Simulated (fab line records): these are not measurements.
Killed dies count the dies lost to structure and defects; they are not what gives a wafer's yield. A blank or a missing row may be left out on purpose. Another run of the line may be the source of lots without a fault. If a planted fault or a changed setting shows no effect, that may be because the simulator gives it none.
The same fault as seen by 2 desks | flow n5_finfet | every desk sees just its own numbers, and what lay behind them comes last

## AT THE TOOL OWNER'S DESK: pecvd-03
The tool's own readings at N5_BEOL_M8_PRE_CLEAN_55 (time 15 s): means of the sampled wafers that have a number, for each lot that ran on this tool. A lot is out of limits, marked OUT, if its mean lies more than 4 standard deviations from the usual mean; the brackets give that distance.
Columns: A = rf_fwd_power_W at N5_BEOL_M8_PRE_CLEAN_55, usual 295.0 W
lot  | first seen here | A
L336 | day 9 16:41     | 296.7
L337 | day 10 01:50    | 295.1
L338 | day 10 13:05    | 296.6
L340 | day 10 16:53    | 295.4
L343 | day 11 15:08    | 295.3
L345 | day 12 02:17    | 296.6
L352 | day 14 05:47    | 317.5 (+15) OUT
L354 | day 16 02:11    | 316.3 (+14) OUT
This desk's verdict: out of limits on L352, L354, starting with L352 at day 14 05:47 (rf_fwd_power_W at N5_BEOL_M8_PRE_CLEAN_55). L336, L337, L338, L340, L343, L345: within limits.

## METROLOGY DESK
Lot by lot, what the gauges showed, no matter which tool ran the lot: averages of those sampled wafers that carry a number. A lot is out of limits, marked OUT, if its mean lies more than 4 standard deviations from the usual mean; the brackets give that distance.
Columns: A = trench_depth_nm at N5_BEOL_M8_OCD_MEAS_38, usual 93.0 nm; B = cd_nm at N5_BEOL_M8_CD_MEAS_35, usual 40.0 nm
lot  | first seen here | A    | B
L336 | day 9 14:11     | 92.9 | 39.7
L337 | day 9 22:10     | 92.7 | 40.0
L338 | day 10 08:32    | 93.1 | 40.0
L339 | day 10 11:06    | 93.9 | 39.9
L340 | day 10 13:57    | 91.0 | 40.2
L343 | day 11 11:17    | 92.6 | 39.1
L345 | day 11 21:52    | 92.0 | 39.6
L352 | day 14 01:38    | 91.8 | 39.2
L353 | day 14 04:50    | 93.3 | 39.9
L358 | day 15 19:07    | 92.9 | 40.0
L354 | day 15 22:52    | 92.5 | 40.0
L359 | day 16 05:18    | 93.3 | 40.0
This desk found nothing out of limits on any of the 12 lots.

## PUT TOGETHER
On L352, L354, at day 14 05:47, an alarm was possible from the tool owner's desk.
At the metrology desk, nothing out of limits was observed.
The metrology desk holds a record of L352, L354, inside its limits.
Every lot named ran N5_BEOL_M8_PRE_CLEAN_55 on pecvd-03.

## WHAT HAD BEEN PUT IN BY THE SIMULATOR
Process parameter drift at N5_BEOL_M8_PRE_CLEAN_55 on pecvd-03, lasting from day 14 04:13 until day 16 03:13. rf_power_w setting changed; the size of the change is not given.
Struck lots among those shown: L352, L354.
Hours from the fault's start to each desk's first reading out of limits: the tool owner's desk, 2.
